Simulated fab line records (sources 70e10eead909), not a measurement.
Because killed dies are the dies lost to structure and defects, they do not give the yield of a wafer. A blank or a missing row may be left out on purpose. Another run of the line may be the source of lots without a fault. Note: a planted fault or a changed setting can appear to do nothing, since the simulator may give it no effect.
Which tool was responsible? / flow nand-harc / Sampling: 13 lots, 39 wafers, 6 of 1159 route steps

WHAT THE GAUGES READ, wafer by wafer
NHARC_END_SORT_01. Usual: killed-at-array 25, standard deviation 9.7; killed-at-other 0.7, standard deviation 0.87; killed-at-periphery 3.3, standard deviation 2.3; killed-dies 29, standard deviation 11; killed-open 3.6, standard deviation 2.1; killed-short 2.3, standard deviation 1.7.
lot=L886; measured=day 21 00:51; on=prober-01; killed-at-array=20 31 18; killed-at-other=2 1 1; killed-at-periphery=1 2 4; killed-dies=23 34 23; killed-open=4 6 5; killed-short=1 2 2; flag=
lot=L896; measured=day 23 17:59; on=prober-01; killed-at-array=15 23 9; killed-at-other=0 1 1; killed-at-periphery=2 4 6; killed-dies=17 28 16; killed-open=1 1 1; killed-short=1 5 1; flag=

WHICH TOOL RAN EACH LOT (tool, then ch and the chambers of the sampled wafers, then the start)
lot=L880; NHARC_A_CONTACT_ETCH_134=har-cap-etch-01 ch 0,1, day 17 04:17; NHARC_A_CONTACT_ETCH_136=har-cap-etch-01 ch 0,1, day 17 04:35; NHARC_A_CONTACT_ETCH_139=har-cap-etch-01 ch 0,1, day 17 04:59; NHARC_A_CONTACT_CVD_19=cvd-w-02 ch 0,1, day 17 13:39; NHARC_A_CONTACT_CMP_20=cmp-01 ch 0,1,2, day 17 14:21
lot=L881; NHARC_A_CONTACT_ETCH_134=har-cap-etch-01 ch 0,1, day 18 14:49; NHARC_A_CONTACT_ETCH_136=har-cap-etch-01 ch 0,1, day 18 15:08; NHARC_A_CONTACT_ETCH_139=har-cap-etch-01 ch 0,1, day 18 15:30; NHARC_A_CONTACT_CVD_19=cvd-w-01 ch 0,1, day 18 17:25; NHARC_A_CONTACT_CMP_20=cmp-04 ch 0,3, day 18 19:17
lot=L886; NHARC_A_CONTACT_ETCH_134=har-cap-etch-03 ch 0,1, day 18 17:54; NHARC_A_CONTACT_ETCH_136=har-cap-etch-03 ch 0,1, day 18 18:14; NHARC_A_CONTACT_ETCH_139=har-cap-etch-03 ch 0,1, day 18 18:35; NHARC_A_CONTACT_CVD_19=cvd-w-01 ch 0, day 18 22:38; NHARC_A_CONTACT_CMP_20=cmp-03 ch 2,3, day 19 04:37
lot=L885; NHARC_A_CONTACT_ETCH_134=har-cap-etch-03 ch 0,1, day 19 10:01; NHARC_A_CONTACT_ETCH_136=har-cap-etch-03 ch 0,1, day 19 10:19; NHARC_A_CONTACT_ETCH_139=har-cap-etch-03 ch 0,1, day 19 10:43; NHARC_A_CONTACT_CVD_19=cvd-w-01 ch 0,1, day 19 12:38; NHARC_A_CONTACT_CMP_20=cmp-03 ch 0,3, day 19 15:08
lot=L887; NHARC_A_CONTACT_ETCH_134=har-cap-etch-03 ch 0,1, day 19 10:58; NHARC_A_CONTACT_ETCH_136=har-cap-etch-03 ch 0,1, day 19 11:16; NHARC_A_CONTACT_ETCH_139=har-cap-etch-03 ch 0,1, day 19 11:40; NHARC_A_CONTACT_CVD_19=cvd-w-01 ch 0,1, day 19 13:44; NHARC_A_CONTACT_CMP_20=cmp-04 ch 0,1,3, day 19 14:17
lot=L893; NHARC_A_CONTACT_ETCH_134=har-cap-etch-02 ch 0,1, day 20 16:02; NHARC_A_CONTACT_ETCH_136=har-cap-etch-02 ch 0,1, day 20 16:19; NHARC_A_CONTACT_ETCH_139=har-cap-etch-02 ch 0,1, day 20 16:43; NHARC_A_CONTACT_CVD_19=cvd-w-01 ch 0,1, day 20 18:50; NHARC_A_CONTACT_CMP_20=cmp-03 ch 0,1,2, day 20 19:24
lot=L892; NHARC_A_CONTACT_ETCH_134=har-cap-etch-02 ch 0,1, day 20 17:17; NHARC_A_CONTACT_ETCH_136=har-cap-etch-02 ch 0,1, day 20 17:35; NHARC_A_CONTACT_ETCH_139=har-cap-etch-02 ch 0,1, day 20 17:57; NHARC_A_CONTACT_CVD_19=cvd-w-02 ch 0,1, day 21 03:16; NHARC_A_CONTACT_CMP_20=cmp-01 ch 0,1,3, day 21 04:12
lot=L896; NHARC_A_CONTACT_ETCH_134=har-cap-etch-02 ch 0,1, day 21 09:45; NHARC_A_CONTACT_ETCH_136=har-cap-etch-02 ch 0,1, day 21 10:03; NHARC_A_CONTACT_ETCH_139=har-cap-etch-02 ch 0,1, day 21 10:27; NHARC_A_CONTACT_CVD_19=cvd-w-02 ch 0,1, day 21 19:54; NHARC_A_CONTACT_CMP_20=cmp-01 ch 1,2, day 21 20:32
lot=L895; NHARC_A_CONTACT_ETCH_134=har-cap-etch-03 ch 0,1, day 21 13:39; NHARC_A_CONTACT_ETCH_136=har-cap-etch-03 ch 0,1, day 21 13:58; NHARC_A_CONTACT_ETCH_139=har-cap-etch-03 ch 0,1, day 21 14:20; NHARC_A_CONTACT_CVD_19=cvd-w-02 ch 0,1, day 21 21:28; NHARC_A_CONTACT_CMP_20=cmp-04 ch 0,3, day 21 22:21
lot=L897; NHARC_A_CONTACT_ETCH_134=har-cap-etch-03 ch 0,1, day 22 03:16; NHARC_A_CONTACT_ETCH_136=har-cap-etch-03 ch 0,1, day 22 03:35; NHARC_A_CONTACT_ETCH_139=har-cap-etch-03 ch 0,1, day 22 03:57; NHARC_A_CONTACT_CVD_19=cvd-w-01 ch 0,1, day 22 09:52; NHARC_A_CONTACT_CMP_20=cmp-01 ch 0,2,3, day 22 10:37
lot=L899; NHARC_A_CONTACT_ETCH_134=har-cap-etch-01 ch 0,1, day 22 13:09; NHARC_A_CONTACT_ETCH_136=har-cap-etch-01 ch 0,1, day 22 13:28; NHARC_A_CONTACT_ETCH_139=har-cap-etch-01 ch 0,1, day 22 13:50; NHARC_A_CONTACT_CVD_19=cvd-w-02 ch 0,1, day 22 18:00; NHARC_A_CONTACT_CMP_20=cmp-04 ch 0,1,2, day 22 18:57
lot=L898; NHARC_A_CONTACT_ETCH_134=har-cap-etch-03 ch 0, day 22 13:23; NHARC_A_CONTACT_ETCH_136=har-cap-etch-03 ch 0, day 22 13:43; NHARC_A_CONTACT_ETCH_139=har-cap-etch-03 ch 0, day 22 14:05; NHARC_A_CONTACT_CVD_19=cvd-w-01 ch 0,1, day 22 21:56; NHARC_A_CONTACT_CMP_20=cmp-03 ch 1,2,3, day 22 22:41
lot=L900; NHARC_A_CONTACT_ETCH_134=har-cap-etch-02 ch 0,1, day 23 02:37; NHARC_A_CONTACT_ETCH_136=har-cap-etch-02 ch 0,1, day 23 02:55; NHARC_A_CONTACT_ETCH_139=har-cap-etch-02 ch 0,1, day 23 03:18; NHARC_A_CONTACT_CVD_19=cvd-w-02 ch 0,1, day 23 12:14; NHARC_A_CONTACT_CMP_20=cmp-01 ch 0,3, day 23 13:08
- NHARC_A_CONTACT_ETCH_134: etches the open film in C4F8/O2/Ar, time 140 s, target depth 700 nm.
- NHARC_A_CONTACT_ETCH_136: etches the open film in C4F8/O2/Ar, time 132 s, target depth 1287 nm.
- NHARC_A_CONTACT_ETCH_139: etches the open film in C4F8/O2/Ar, time 137 s, target depth 590 nm.
- NHARC_A_CONTACT_CVD_19: deposits W, target thk 300 nm, time 802 s.
- NHARC_A_CONTACT_CMP_20: polishes, t overpolish 30 s, target thk 300 nm.

AS READ BY THE TOOLS THEMSELVES (means over the sampled wafers that have a number; for cases with no such wafer, the mark the record gives instead)
NHARC_A_CONTACT_CVD_19. Usual: heater-power-w 469 W, standard deviation 30; throttle-valve-pct 7.87 %, standard deviation 0.21.
lot=L880; tool=cvd-w-02; heater-power-w (W)=471; throttle-valve-pct (%)=7.50; flag=
lot=L881; tool=cvd-w-01; heater-power-w (W)=486; throttle-valve-pct (%)=7.85; flag=
lot=L886; tool=cvd-w-01; heater-power-w (W)=500; throttle-valve-pct (%)=7.79; flag=
lot=L885; tool=cvd-w-01; heater-power-w (W)=479; throttle-valve-pct (%)=7.92; flag=
lot=L887; tool=cvd-w-01; heater-power-w (W)=488; throttle-valve-pct (%)=8.00; flag=
lot=L893; tool=cvd-w-01; heater-power-w (W)=467; throttle-valve-pct (%)=8.25; flag=
lot=L892; tool=cvd-w-02; heater-power-w (W)=452; throttle-valve-pct (%)=7.79; flag=
lot=L896; tool=cvd-w-02; heater-power-w (W)=466; throttle-valve-pct (%)=7.84; flag=
lot=L895; tool=cvd-w-02; heater-power-w (W)=464; throttle-valve-pct (%)=7.94; flag=
lot=L897; tool=cvd-w-01; heater-power-w (W)=510; throttle-valve-pct (%)=7.79; flag=
lot=L899; tool=cvd-w-02; heater-power-w (W)=453; throttle-valve-pct (%)=8.01; flag=
lot=L898; tool=cvd-w-01; heater-power-w (W)=489; throttle-valve-pct (%)=7.79; flag=
lot=L900; tool=cvd-w-02; heater-power-w (W)=457; throttle-valve-pct (%)=7.82; flag=

NHARC_A_CONTACT_CMP_20. Usual: motor-current-A 12.3 A, standard deviation 1.2; overpolish-run-s 30.000 s, standard deviation 0.0092; pad-life-wafers 222, standard deviation 150; time-to-endpoint-s 60 s, standard deviation 4.2.
lot=L880; tool=cmp-01; motor-current-A (A)=12.8; overpolish-run-s (s)=29.999; pad-life-wafers=62; time-to-endpoint-s (s)=64; flag=
lot=L881; tool=cmp-04; motor-current-A (A)=12.3; overpolish-run-s (s)=29.996; pad-life-wafers=141; time-to-endpoint-s (s)=123; flag=OFF
lot=L886; tool=cmp-03; motor-current-A (A)=13.3; overpolish-run-s (s)=30.000; pad-life-wafers=478; time-to-endpoint-s (s)=116; flag=OFF
lot=L885; tool=cmp-03; motor-current-A (A)=12.6; overpolish-run-s (s)=30.004; pad-life-wafers=538; time-to-endpoint-s (s)=111; flag=OFF
lot=L887; tool=cmp-04; motor-current-A (A)=12.2; overpolish-run-s (s)=29.993; pad-life-wafers=236; time-to-endpoint-s (s)=62; flag=
lot=L893; tool=cmp-03; motor-current-A (A)=12.3; overpolish-run-s (s)=29.996; pad-life-wafers=104; time-to-endpoint-s (s)=58; flag=
lot=L892; tool=cmp-01; motor-current-A (A)=11.8; overpolish-run-s (s)=30.003; pad-life-wafers=44; time-to-endpoint-s (s)=61; flag=
lot=L896; tool=cmp-01; motor-current-A (A)=12.4; overpolish-run-s (s)=29.998; pad-life-wafers=138; time-to-endpoint-s (s)=61; flag=
lot=L895; tool=cmp-04; motor-current-A (A)=11.7; overpolish-run-s (s)=29.997; pad-life-wafers=8; time-to-endpoint-s (s)=67; flag=
lot=L897; tool=cmp-01; motor-current-A (A)=12.7; overpolish-run-s (s)=30.002; pad-life-wafers=211; time-to-endpoint-s (s)=60; flag=
lot=L899; tool=cmp-04; motor-current-A (A)=11.4; overpolish-run-s (s)=30.002; pad-life-wafers=122; time-to-endpoint-s (s)=67; flag=
lot=L898; tool=cmp-03; motor-current-A (A)=13.3; overpolish-run-s (s)=29.997; pad-life-wafers=422; time-to-endpoint-s (s)=59; flag=
lot=L900; tool=cmp-01; motor-current-A (A)=12.8; overpolish-run-s (s)=29.995; pad-life-wafers=326; time-to-endpoint-s (s)=60; flag=

THE ANSWER, worked out from the rows above alone
Rule: a lot counts as off when the mean over its wafers that have a number is more than 3 standard deviations away from the usual mean. Also off: a lot with no number at a reading for which 4 or more lots have one. All remaining lots with rows at the step are treated as sound. First the gauges in route order, then the tools' own readings, where a lot's mean is used as printed above. The first step at which some lot is off is used, and at that step the reading that is off furthest; a lot without a number counts as furthest.
Off: L881, L886, L885, at NHARC_A_CONTACT_CMP_20 (time-to-endpoint-s).
If a tool, at that step or one of the process steps before it, ran each lot that is off and ran no sound lot following the first of them, it fits. No candidate that was tried fits.

WHAT THE SIMULATOR HAD PUT IN
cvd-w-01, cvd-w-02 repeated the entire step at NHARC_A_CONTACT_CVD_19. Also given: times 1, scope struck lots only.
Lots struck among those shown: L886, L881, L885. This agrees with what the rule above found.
